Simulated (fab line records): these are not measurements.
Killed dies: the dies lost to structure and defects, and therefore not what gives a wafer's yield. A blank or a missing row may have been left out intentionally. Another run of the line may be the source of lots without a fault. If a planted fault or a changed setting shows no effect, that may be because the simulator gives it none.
Which tool is to blame? | flow n5Finfet | 57 wafers from 19 lots sampled at 6 of the route's 1938 steps

== WHAT THE GAUGES SHOWED, per wafer ==
N5_BEOL_M11_CD_MEAS_11: target cd 64.1 nm. Usual: cdNm at 64.0 nm, with a standard deviation of 0.76.
lot  | measured     | on       | cdNm (nm)      | flag
L076 | day 10 11:16 | cdSem-02 | 64.6 65.0 64.0 | 
L078 | day 11 16:29 | cdSem-02 | 64.1 64.5 64.3 | 
L077 | day 11 12:56 | cdSem-03 | 65.3 65.7 65.4 | 
L081 | day 11 16:54 | cdSem-01 | 64.1 64.4 63.9 | 
L079 | day 11 20:44 | cdSem-02 | 63.6 64.5 63.5 | 
L080 | day 12 01:32 | cdSem-01 | 63.1 62.9 63.1 | 
L084 | day 12 23:00 | cdSem-01 | 64.2 64.4 64.5 | 
L083 | day 12 23:32 | cdSem-01 | 64.4 63.7 64.4 | 
L085 | day 13 01:46 | cdSem-01 | 63.7 63.7 63.2 | 
L086 | day 13 05:53 | cdSem-01 | 64.6 64.7 63.6 | 
L087 | day 13 14:24 | cdSem-02 | 65.0 64.4 63.0 | 
L088 | day 13 21:19 | cdSem-02 | 63.0 64.5 63.5 | 
L090 | day 13 23:37 | cdSem-02 | 63.4 64.3 65.5 | 
L091 | day 14 08:30 | cdSem-01 | 63.3 63.1 63.7 | 
L093 | day 15 04:35 | cdSem-02 | 64.8 65.2 63.9 | 
L095 | day 15 14:02 | cdSem-03 | 64.7 63.7 64.6 | 
L094 | day 15 14:14 | cdSem-01 | 64.4 64.1 64.3 | 
L096 | day 15 21:22 | cdSem-02 | 62.9 63.8 64.2 | 
L097 | day 15 21:51 | cdSem-03 | 63.8 64.7 64.1 | 

== WHAT TOOL EACH LOT RAN ON (gives the tool, then ch and the chambers of the sampled wafers, and finally the start) ==
lot  | N5_BEOL_M9_STRIP_19               | N5_BEOL_M9_VIA_ETCH_34            | N5_BEOL_M9_PRE_CLEAN_45     | N5_BEOL_M10_ETCH_61               | N5_BEOL_M10_ETCH_41
L076 | rieDiel-02 ch 1,2,3, day 9 16:20  | rieDiel-03 ch 2,3, day 9 17:25    | pvdSputter-03, day 9 20:22  | rieDiel-06 ch 1,3, day 10 01:52   | rieDiel-04 ch 0,2, day 10 11:16 or earlier
L078 | rieDiel-01 ch 0,2, day 10 21:58   | rieDiel-03 ch 0,1, day 11 01:07   | pvdSputter-02, day 11 02:09 | rieDiel-04 ch 1,3, day 11 08:49   | rieDiel-04 ch 0,2,3, day 11 16:29 or earlier
L077 | rieDiel-01 ch 0,2, day 10 23:25   | rieDiel-02 ch 1,2, day 11 00:44   | pvdSputter-02, day 11 01:38 | rieDiel-05 ch 1,2, day 11 05:39   | rieDiel-06 ch 0,3, day 11 12:56 or earlier
L081 | rieDiel-03 ch 0,3, day 11 05:20   | rieDiel-03 ch 0,1,3, day 11 06:13 | pvdSputter-01, day 11 07:05 | rieDiel-06 ch 1,2,3, day 11 10:43 | rieDiel-06 ch 1,3, day 11 16:54 or earlier
L079 | rieDiel-01 ch 0,1,2, day 11 08:06 | rieDiel-03 ch 2,3, day 11 08:58   | pvdSputter-01, day 11 09:50 | rieDiel-04 ch 1,3, day 11 13:35   | rieDiel-06 ch 1,2,3, day 11 20:44 or earlier
L080 | rieDiel-03 ch 0,1,2, day 11 09:13 | rieDiel-03 ch 0,2,3, day 11 10:05 | pvdSputter-01, day 11 11:20 | rieDiel-04 ch 0,1,2, day 11 16:32 | rieDiel-04 ch 0,1,3, day 12 01:32 or earlier
L084 | rieDiel-02 ch 0,3, day 12 09:26   | rieDiel-03 ch 0,2,3, day 12 10:11 | pvdSputter-03, day 12 11:01 | rieDiel-04 ch 0,1,3, day 12 15:53 | rieDiel-06 ch 1,2,3, day 12 23:00 or earlier
L083 | rieDiel-01 ch 0,2, day 12 10:51   | rieDiel-02 ch 1,2, day 12 11:32   | pvdSputter-03, day 12 12:22 | rieDiel-04 ch 0,1, day 12 16:59   | rieDiel-05 ch 0,2, day 12 23:32 or earlier
L085 | rieDiel-02 ch 0,2,3, day 12 11:46 | rieDiel-03 ch 1,2,3, day 12 12:46 | pvdSputter-02, day 12 15:14 | rieDiel-04 ch 0,1, day 12 18:24   | rieDiel-04 ch 0,1,3, day 13 01:46 or earlier
L086 | rieDiel-01 ch 0,2,3, day 12 16:26 | rieDiel-02 ch 0,1,2, day 12 17:08 | pvdSputter-02, day 12 18:00 | rieDiel-06 ch 1,2,3, day 12 21:46 | rieDiel-06 ch 0,1,2, day 13 05:53 or earlier
L087 | rieDiel-03 ch 0,1,3, day 12 23:44 | rieDiel-01 ch 2,3, day 13 00:26   | pvdSputter-01, day 13 01:34 | rieDiel-06 ch 0,3, day 13 07:13   | rieDiel-05 ch 0,1, day 13 14:24 or earlier
L088 | rieDiel-02 ch 0,2, day 13 05:49   | rieDiel-03 ch 1,3, day 13 06:35   | pvdSputter-01, day 13 07:38 | rieDiel-06 ch 0,3, day 13 14:06   | rieDiel-04 ch 2,3, day 13 21:19 or earlier
L090 | rieDiel-03 ch 0,2, day 13 07:33   | rieDiel-01 ch 0,3, day 13 09:58   | pvdSputter-01, day 13 10:49 | rieDiel-05 ch 0,2, day 13 15:14   | rieDiel-06 ch 2,3, day 13 23:37 or earlier
L091 | rieDiel-01 ch 0,1,3, day 13 15:03 | rieDiel-02 ch 0,1,3, day 13 18:01 | pvdSputter-01, day 13 19:09 | rieDiel-06 ch 2,3, day 13 23:55   | rieDiel-05 ch 1,2, day 14 08:30 or earlier
L093 | rieDiel-02 ch 0,2, day 14 14:11   | rieDiel-02 ch 0,1, day 14 15:01   | pvdSputter-03, day 14 17:06 | rieDiel-06 ch 0,2, day 14 20:42   | rieDiel-05 ch 1,2, day 15 04:35 or earlier
L095 | rieDiel-01 ch 0,1,2, day 14 21:36 | rieDiel-03 ch 1,2,3, day 15 00:45 | pvdSputter-03, day 15 01:36 | rieDiel-05 ch 1,2, day 15 07:36   | rieDiel-06 ch 2,3, day 15 14:02 or earlier
L094 | rieDiel-02 ch 0,1, day 14 22:21   | rieDiel-03 ch 1,2,3, day 15 00:20 | pvdSputter-01, day 15 01:11 | rieDiel-06 ch 1,2,3, day 15 06:58 | rieDiel-04 ch 0,1,3, day 15 14:14 or earlier
L096 | rieDiel-03 ch 0,2,3, day 15 04:55 | rieDiel-03 ch 0,1,3, day 15 06:05 | pvdSputter-01, day 15 07:04 | rieDiel-04 ch 0,2,3, day 15 10:58 | rieDiel-06 ch 1,3, day 15 21:22 or earlier
L097 | rieDiel-01 ch 0,1,2, day 15 05:02 | rieDiel-01 ch 0,1,2, day 15 06:10 | pvdSputter-02, day 15 07:09 | rieDiel-05 ch 1,2, day 15 11:22   | rieDiel-05 ch 1,2, day 15 21:51 or earlier
- N5_BEOL_M9_STRIP_19: strips in O2.
- N5_BEOL_M9_VIA_ETCH_34: etches SiCOH lowk in C4F6/O2, target depth 182.4 nm, time 68.4 s.
- N5_BEOL_M9_PRE_CLEAN_45: time 30 s.
- N5_BEOL_M10_ETCH_61: etches SiARC in CF4, target depth 39 nm, time 65 s.
- N5_BEOL_M10_ETCH_41: etches SiCN in CH3F/O2, target depth 42.6 nm, time 86 s.

== AS READ BY THE TOOLS THEMSELVES (means over the sampled wafers that have a number; for cases with no such wafer, the mark the record gives instead) ==
N5_BEOL_M9_STRIP_19. Usual: chamberPressureMTorr 30.00 mTorr, standard deviation 0.034; drypumpMotorCurrentA 5.8 A, standard deviation 0.43; o2FlowSccm 224.9 sccm, standard deviation 0.61; oesProductAu 0.78 a.u., standard deviation 0.091; rfVppV 3.7 V, standard deviation 0.57; showerheadPlenumPTorr 2.13 Torr, standard deviation 0.064; throttleValvePct 16.76 %, standard deviation 0.28.
lot  | tool       | chamberPressureMTorr (mTorr) | drypumpMotorCurrentA (A) | o2FlowSccm (sccm) | oesProductAu (a.u.) | rfVppV (V) | showerheadPlenumPTorr (Torr) | throttleValvePct (%) | flag
L076 | rieDiel-02 | 30.01                        | 5.8                      | 224.8             | 0.72                | 3.9        | 2.09                         | 17.05                | 
L078 | rieDiel-01 | 29.99                        | 5.3                      | 225.0             | 0.79                | 3.5        | 2.15                         | 16.85                | 
L077 | rieDiel-01 | 30.00                        | 5.3                      | 224.1             | 0.79                | 3.4        | 2.15                         | 16.85                | 
L081 | rieDiel-03 | 29.96                        | 6.2                      | 224.8             | 0.78                | 3.6        | 2.20                         | 16.59                | 
L079 | rieDiel-01 | 30.01                        | 5.4                      | 225.0             | 0.83                | 3.8        | 2.13                         | 16.70                | 
L080 | rieDiel-03 | 29.99                        | 6.1                      | 225.0             | 0.73                | 3.5        | 2.12                         | 16.81                | 
L084 | rieDiel-02 | 30.04                        | 5.8                      | 224.5             | 0.75                | 3.5        | 2.11                         | 17.01                | 
L083 | rieDiel-01 | 29.99                        | 5.3                      | 225.2             | 0.78                | 3.4        | 2.14                         | 16.88                | 
L085 | rieDiel-02 | 30.00                        | 5.9                      | 225.4             | 0.77                | 3.7        | 2.14                         | 16.89                | 
L086 | rieDiel-01 | 29.99                        | 5.6                      | 224.8             | 0.84                | 4.0        | 2.11                         | 16.63                | 
L087 | rieDiel-03 | 30.01                        | 6.1                      | 225.3             | 0.76                | 3.3        | 2.16                         | 16.77                | 
L088 | rieDiel-02 | 30.02                        | 6.0                      | 225.1             | 0.78                | 3.7        | 2.17                         | 16.75                | 
L090 | rieDiel-03 | 30.01                        | 6.2                      | 224.7             | 0.71                | 4.0        | 2.15                         | 16.70                | 
L091 | rieDiel-01 | 29.99                        | 5.7                      | 224.7             | 0.85                | 3.9        | 2.10                         | 16.48                | 
L093 | rieDiel-02 | 30.00                        | 6.0                      | 225.0             | 0.77                | 3.7        | 2.16                         | 16.78                | 
L095 | rieDiel-01 | 30.04                        | 5.4                      | 224.7             | 0.78                | 4.0        | 2.12                         | 16.73                | 
L094 | rieDiel-02 | 30.01                        | 5.9                      | 224.4             | 0.81                | 3.6        | 2.11                         | 16.76                | 
L096 | rieDiel-03 | 30.00                        | 6.4                      | 224.5             | 0.74                | 4.3        | 2.16                         | 16.68                | 
L097 | rieDiel-01 | 29.98                        | 5.4                      | 225.2             | 0.79                | 4.3        | 2.12                         | 16.75                | 

N5_BEOL_M9_VIA_ETCH_34. Usual: biasW 185.0 W, standard deviation 0.49; chamberPressureMTorr 29.999 mTorr, standard deviation 0.026; drypumpMotorCurrentA 6.0 A, standard deviation 0.4; oesProductAu 0.77 a.u., standard deviation 0.09; rfVppV 661 V, standard deviation 20; showerheadPlenumPTorr 2.87 Torr, standard deviation 0.088; throttleValvePct 20.90 %, standard deviation 0.28.
lot  | tool       | biasW (W) | chamberPressureMTorr (mTorr) | drypumpMotorCurrentA (A) | oesProductAu (a.u.) | rfVppV (V) | showerheadPlenumPTorr (Torr) | throttleValvePct (%) | flag
L076 | rieDiel-03 | 184.8     | 29.982                       | 6.5                      | 0.82                | 672        | 2.96                         | 20.78                | 
L078 | rieDiel-03 | 185.1     | 29.981                       | 6.0                      | 0.71                | 648        | 2.89                         | 20.83                | 
L077 | rieDiel-02 | 185.1     | 30.003                       | 5.8                      | 0.70                | 643        | 2.80                         | 21.22                | 
L081 | rieDiel-03 | 184.7     | 30.003                       | 6.1                      | 0.76                | 656        | 2.92                         | 20.86                | 
L079 | rieDiel-03 | 184.6     | 30.034                       | 6.5                      | 0.81                | 671        | 2.95                         | 20.79                | 
L080 | rieDiel-03 | 185.0     | 30.022                       | 6.3                      | 0.76                | 664        | 2.92                         | 20.77                | 
L084 | rieDiel-03 | 184.5     | 30.002                       | 6.4                      | 0.76                | 664        | 2.92                         | 20.79                | 
L083 | rieDiel-02 | 185.4     | 29.989                       | 5.8                      | 0.70                | 644        | 2.79                         | 21.23                | 
L085 | rieDiel-03 | 185.5     | 30.003                       | 6.2                      | 0.75                | 666        | 2.88                         | 20.93                | 
L086 | rieDiel-02 | 185.2     | 30.035                       | 5.9                      | 0.78                | 664        | 2.85                         | 20.96                | 
L087 | rieDiel-01 | 185.0     | 29.998                       | 5.8                      | 0.87                | 674        | 2.83                         | 20.89                | 
L088 | rieDiel-03 | 185.0     | 29.978                       | 6.3                      | 0.80                | 664        | 2.93                         | 20.90                | 
L090 | rieDiel-01 | 185.3     | 30.010                       | 5.5                      | 0.79                | 652        | 2.89                         | 20.78                | 
L091 | rieDiel-02 | 184.9     | 29.975                       | 5.8                      | 0.75                | 675        | 2.79                         | 21.07                | 
L093 | rieDiel-02 | 184.7     | 30.035                       | 5.8                      | 0.82                | 675        | 2.82                         | 20.78                | 
L095 | rieDiel-03 | 185.1     | 29.993                       | 6.2                      | 0.74                | 665        | 2.87                         | 20.97                | 
L094 | rieDiel-03 | 185.4     | 29.992                       | 6.2                      | 0.74                | 664        | 2.87                         | 20.97                | 
L096 | rieDiel-03 | 185.0     | 29.990                       | 6.1                      | 0.74                | 656        | 2.91                         | 20.90                | 
L097 | rieDiel-01 | 185.1     | 29.996                       | 5.4                      | 0.79                | 650        | 2.85                         | 20.84                | 

N5_BEOL_M9_PRE_CLEAN_45. Usual: heaterPowerW at 338 W, with a standard deviation of 47.
lot  | tool          | heaterPowerW (W) | flag
L076 | pvdSputter-03 | 372              | 
L078 | pvdSputter-02 | 349              | 
L077 | pvdSputter-02 | 361              | 
L081 | pvdSputter-01 | 328              | 
L079 | pvdSputter-01 | 341              | 
L080 | pvdSputter-01 | 331              | 
L084 | pvdSputter-03 | 321              | 
L083 | pvdSputter-03 | 342              | 
L085 | pvdSputter-02 | 344              | 
L086 | pvdSputter-02 | 382              | 
L087 | pvdSputter-01 | 351              | 
L088 | pvdSputter-01 | 324              | 
L090 | pvdSputter-01 | 327              | 
L091 | pvdSputter-01 | 344              | 
L093 | pvdSputter-03 | 313              | 
L095 | pvdSputter-03 | 316              | 
L094 | pvdSputter-01 | 325              | 
L096 | pvdSputter-01 | 329              | 
L097 | pvdSputter-02 | 383              | 

N5_BEOL_M10_ETCH_61. Usual: biasW 36.00 W, standard deviation 0.11; cf4FlowSccm 100.05 sccm, standard deviation 0.29; chamberPressureMTorr 40.00 mTorr, standard deviation 0.032; drypumpMotorCurrentA 5.6 A, standard deviation 0.56; etchRfOnTimeS 64.6 s, standard deviation 1.9; oesProductAu 0.70 a.u., standard deviation 0.079; rfVppV 184.5 V, standard deviation 1.2; showerheadPlenumPTorr 2.17 Torr, standard deviation 0.072; throttleValvePct 15.62 %, standard deviation 0.19.
lot  | tool       | biasW (W) | cf4FlowSccm (sccm) | chamberPressureMTorr (mTorr) | drypumpMotorCurrentA (A) | etchRfOnTimeS (s) | oesProductAu (a.u.) | rfVppV (V) | showerheadPlenumPTorr (Torr) | throttleValvePct (%) | flag
L076 | rieDiel-06 | 35.99     | 99.88              | 39.97                        | 5.5                      | 65.3              | 0.65                | 183.8      | 2.14                         | 15.68                | 
L078 | rieDiel-04 | 35.98     | 99.99              | 40.03                        | 6.1                      | 65.2              | 0.71                | 184.4      | 2.11                         | 15.85                | 
L077 | rieDiel-05 | 35.96     | 100.03             | 40.00                        | 5.3                      | 63.8              | 0.74                | 184.8      | 2.19                         | 15.33                | 
L081 | rieDiel-06 | 35.85     | 100.14             | 40.01                        | 5.3                      | 65.9              | 0.63                | 184.1      | 2.17                         | 15.67                | 
L079 | rieDiel-04 | 36.12     | 100.42             | 40.01                        | 6.1                      | 65.5              | 0.70                | 182.9      | 2.11                         | 15.86                | 
L080 | rieDiel-04 | 35.94     | 100.26             | 40.03                        | 6.1                      | 65.2              | 0.73                | 184.9      | 2.16                         | 15.64                | 
L084 | rieDiel-04 | 35.91     | 100.09             | 40.01                        | 6.2                      | 64.2              | 0.68                | 184.2      | 2.15                         | 15.83                | 
L083 | rieDiel-04 | 35.90     | 100.16             | 39.99                        | 6.4                      | 64.6              | 0.67                | 184.7      | 2.20                         | 15.77                | 
L085 | rieDiel-04 | 35.94     | 100.25             | 40.00                        | 6.1                      | 63.1              | 0.74                | 184.4      | 2.20                         | 15.76                | 
L086 | rieDiel-06 | 35.93     | 99.96              | 39.97                        | 5.3                      | 65.7              | 0.62                | 184.2      | 2.17                         | 15.69                | 
L087 | rieDiel-06 | 35.98     | 99.68              | 39.98                        | 6.0                      | 65.3              | 0.69                | 183.5      | 2.13                         | 15.65                | 
L088 | rieDiel-06 | 35.89     | 100.09             | 39.98                        | 6.0                      | 64.4              | 0.69                | 183.7      | 2.13                         | 15.66                | 
L090 | rieDiel-05 | 36.00     | 100.31             | 40.00                        | 5.0                      | 62.0              | 0.76                | 185.5      | 2.23                         | 15.43                | 
L091 | rieDiel-06 | 36.12     | 99.90              | 40.01                        | 5.4                      | 65.7              | 0.64                | 185.3      | 2.23                         | 15.62                | 
L093 | rieDiel-06 | 36.03     | 100.10             | 39.97                        | 5.8                      | 64.5              | 0.72                | 184.7      | 2.15                         | 15.61                | 
L095 | rieDiel-05 | 36.06     | 100.23             | 39.98                        | 5.3                      | 64.7              | 0.69                | 184.5      | 2.17                         | 15.42                | 
L094 | rieDiel-06 | 35.94     | 99.79              | 40.03                        | 5.3                      | 65.3              | 0.69                | 183.5      | 2.16                         | 15.58                | 
L096 | rieDiel-04 | 36.07     | 99.84              | 40.01                        | 6.2                      | 67.0              | 0.63                | 183.9      | 2.11                         | 15.77                | 
L097 | rieDiel-05 | 36.09     | 99.84              | 39.99                        | 5.3                      | 64.4              | 0.68                | 184.3      | 2.17                         | 15.42                | 

N5_BEOL_M10_ETCH_41. Usual: biasW 75.02 W, standard deviation 0.25; chamberPressureMTorr 30.001 mTorr, standard deviation 0.028; drypumpMotorCurrentA 5.6 A, standard deviation 0.58; oesProductAu 0.81 a.u., standard deviation 0.09; rfVppV 297.9 V, standard deviation 1.4; showerheadPlenumPTorr 2.02 Torr, standard deviation 0.071; throttleValvePct 16.31 %, standard deviation 0.2.
lot  | tool       | biasW (W) | chamberPressureMTorr (mTorr) | drypumpMotorCurrentA (A) | oesProductAu (a.u.) | rfVppV (V) | showerheadPlenumPTorr (Torr) | throttleValvePct (%) | flag
L076 | rieDiel-04 | 74.90     | 30.001                       | 6.4                      | 0.80                | 297.9      | 2.03                         | 16.28                | 
L078 | rieDiel-04 | 74.84     | 29.972                       | 6.2                      | 0.79                | 296.8      | 1.98                         | 16.41                | 
L077 | rieDiel-06 | 75.17     | 29.978                       | 6.1                      | 0.89                | 297.5      | 1.97                         | 16.24                | 
L081 | rieDiel-06 | 75.20     | 29.985                       | 5.5                      | 0.75                | 297.2      | 1.99                         | 16.36                | 
L079 | rieDiel-06 | 75.16     | 29.995                       | 5.2                      | 0.73                | 297.5      | 2.03                         | 16.33                | 
L080 | rieDiel-04 | 75.06     | 29.995                       | 6.3                      | 0.81                | 297.1      | 2.02                         | 16.54                | 
L084 | rieDiel-06 | 74.97     | 29.997                       | 5.3                      | 0.73                | 297.9      | 2.02                         | 16.36                | 
L083 | rieDiel-05 | 75.21     | 30.025                       | 5.0                      | 0.90                | 298.7      | 2.09                         | 16.17                | 
L085 | rieDiel-04 | 74.92     | 30.025                       | 6.2                      | 0.80                | 297.3      | 2.02                         | 16.56                | 
L086 | rieDiel-06 | 75.16     | 29.997                       | 5.4                      | 0.78                | 297.8      | 2.01                         | 16.33                | 
L087 | rieDiel-05 | 75.13     | 30.005                       | 5.0                      | 0.92                | 299.5      | 2.13                         | 16.33                | 
L088 | rieDiel-04 | 74.81     | 30.005                       | 5.9                      | 0.83                | 296.2      | 1.93                         | 16.33                | 
L090 | rieDiel-06 | 75.04     | 29.987                       | 5.4                      | 0.76                | 297.7      | 2.07                         | 16.27                | 
L091 | rieDiel-05 | 75.03     | 29.989                       | 5.3                      | 0.82                | 298.2      | 2.03                         | 16.05                | 
L093 | rieDiel-05 | 75.24     | 29.984                       | 5.3                      | 0.83                | 298.5      | 2.06                         | 16.21                | 
L095 | rieDiel-06 | 75.09     | 30.010                       | 5.4                      | 0.74                | 298.2      | 2.07                         | 16.31                | 
L094 | rieDiel-04 | 74.95     | 29.998                       | 6.3                      | 0.76                | 298.4      | 2.01                         | 16.60                | 
L096 | rieDiel-06 | 74.76     | 29.995                       | 5.2                      | 0.85                | 297.1      | 1.96                         | 16.20                | 
L097 | rieDiel-05 | 75.18     | 30.005                       | 5.3                      | 0.82                | 299.1      | 2.05                         | 16.23                | 

== THE ANSWER, worked out from the rows above alone ==
Rule: a lot counts as off when the mean over its wafers that have a number is more than 3 standard deviations away from the usual mean. A lot without any number at a reading at which 4 lots or more have one is off too. Any other lot the step has rows for is counted as sound. First the gauges in route order, then the tools' own readings, where a lot's mean is used as printed above. At the first step where some lot is off, the reading lying furthest off is the one used; lots without a number count as furthest.
No lot is off at any reading shown: from this, nothing can be told.

== WHAT HAD BEEN PUT IN BY THE SIMULATOR ==
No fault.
